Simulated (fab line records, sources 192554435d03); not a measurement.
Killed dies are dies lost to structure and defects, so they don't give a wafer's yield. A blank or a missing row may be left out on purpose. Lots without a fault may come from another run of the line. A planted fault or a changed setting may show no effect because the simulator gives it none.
A struck lot beside a sound one | flow n5_finfet | 14 steps out of a route of 1938
Sound: wafers L225.1, L225.4, L225.6. Struck: wafers L234.2, L234.4, L234.6. The cause comes at the end.
At each step with rows: each side's tool, then ch and its chambers, then its first start. Under that, the readings that differ: sound wafers | struck wafers | difference of the means | sigmas: that difference in standard deviations of wafers without a fault.
alike: readings whose means differ by less than 2 such deviations, and words and numbers that are the same on both sides. not compared: withheld readings, readings that some wafer has no value for, bounds like >300 that may hide the same value, and numbers for which the record gives no deviation and whose values overlap.
The two part at a step that has a row with sigmas, a row that says differs or no value, or rows on one side only. Numbers that don't overlap but have no deviation are shown without sigmas and don't part them. A reading that every wafer of one side lacks parts them only if that side has two wafers or more.

N5_BEOL_M0_SAQP_STRIP_108: strips in N2/H2.
  sound on rie_diel-04 ch 0,2, day 7 14:29; struck on rie_diel-01 ch 1,2,3, day 9 22:55
  alike: drypump_motor_current_A, oes_product_au, rf_vpp_V, showerhead_plenum_p_Torr, throttle_valve_pct
  not compared: rf_hours_counter_h
N5_BEOL_M0_SAQP_RECESS_109: chemistry HF/NH3, target SiO2, target depth 3 nm, afs cycles 1, sublimation time 60 s.
  sound on vapor_etch-02 ch 0,1, day 7 14:33; struck on vapor_etch-01 ch 0,1, day 9 22:59
  reading                     | sound          | struck         | difference | sigmas
  drypump_motor_current_A (A) | 6.10 6.03 6.11 | 5.70 5.54 5.71 | -0.43      | -2
  alike: sublimation_temp_c
N5_BEOL_M0_SAQP_SPACER2_ALD_26: deposits SiO2, target thk 15 nm, pulse time 1 s, purge time 2 s.
  sound on ald_sin-02 ch 0,2, day 7 14:41; struck on ald_sin-04 ch 0,2, day 9 23:34
  alike: heater_power_w, precursor_pulse_height_rel
N5_BEOL_M0_SAQP_SPACER2_ETCHBACK_27: etches SiO2 in CHF3/O2, target depth 22.5 nm, time 11.25 s.
  sound on rie_diel-04 ch 1,2,3, day 7 15:14; struck on rie_diel-04 ch 1,2, day 10 00:07
  alike: CHF3_flow_sccm, drypump_motor_current_A, oes_product_au, rf_vpp_V, showerhead_plenum_p_Torr, throttle_valve_pct
  not compared: rf_hours_counter_h
N5_BEOL_M0_SAQP_MANDREL2_REMOVE_110: chemistry HBr/Cl2/O2, target a-Si, stops on SiCN, bt time 10 s.
  sound on rie_si-06 ch 1,2, day 7 15:20; struck on rie_si-02 ch 0,2,3, day 10 00:11
  alike: drypump_motor_current_A, oes_product_au, throttle_valve_pct
  not compared: rf_hours_counter_h
N5_BEOL_M0_SAQP_CD_MEAS_29: target cd 14.4 nm.
  sound on cd_sem-02 ch 0, day 7 15:26; struck on cd_sem-03 ch 0, day 10 00:19
  alike: cd_nm
then, 6 steps without rows for these wafers: N5_BEOL_M0_SAQP_COAT_69 (time 60 s, resist thk 90 nm); N5_BEOL_M0_SAQP_COAT_72 (time 60 s, resist thk 15 nm); N5_BEOL_M0_SAQP_COAT_87 (time 60 s, resist thk 5 nm); N5_BEOL_M0_SAQP_COAT_34 (resist thk 30 nm); N5_BEOL_M0_SAQP_EBR_36; N5_BEOL_M0_SAQP_SOFTBAKE_35 (time 60 s).
N5_BEOL_M0_SAQP_EXPOSE_37: exposes mask M0 CUT1, target cd 30 nm.
  sound on euv_scanner-02 ch 0, day 7 15:44; struck on euv_scanner-02, day 10 00:29
  no value came back on the struck wafers for exposure_dose_mJ_cm2, focus_offset_nm (nm); on the sound wafers exposure_dose_mJ_cm2 reads 44.6 44.7 44.7
  alike: mask
then, 1 step without rows for these wafers: N5_BEOL_M0_SAQP_PEB_38 (peb time 60 s).

WHERE THEY PART
First at N5_BEOL_M0_SAQP_RECESS_109; last, within this record, at N5_BEOL_M0_SAQP_EXPOSE_37.

WHY: what the simulator had put in
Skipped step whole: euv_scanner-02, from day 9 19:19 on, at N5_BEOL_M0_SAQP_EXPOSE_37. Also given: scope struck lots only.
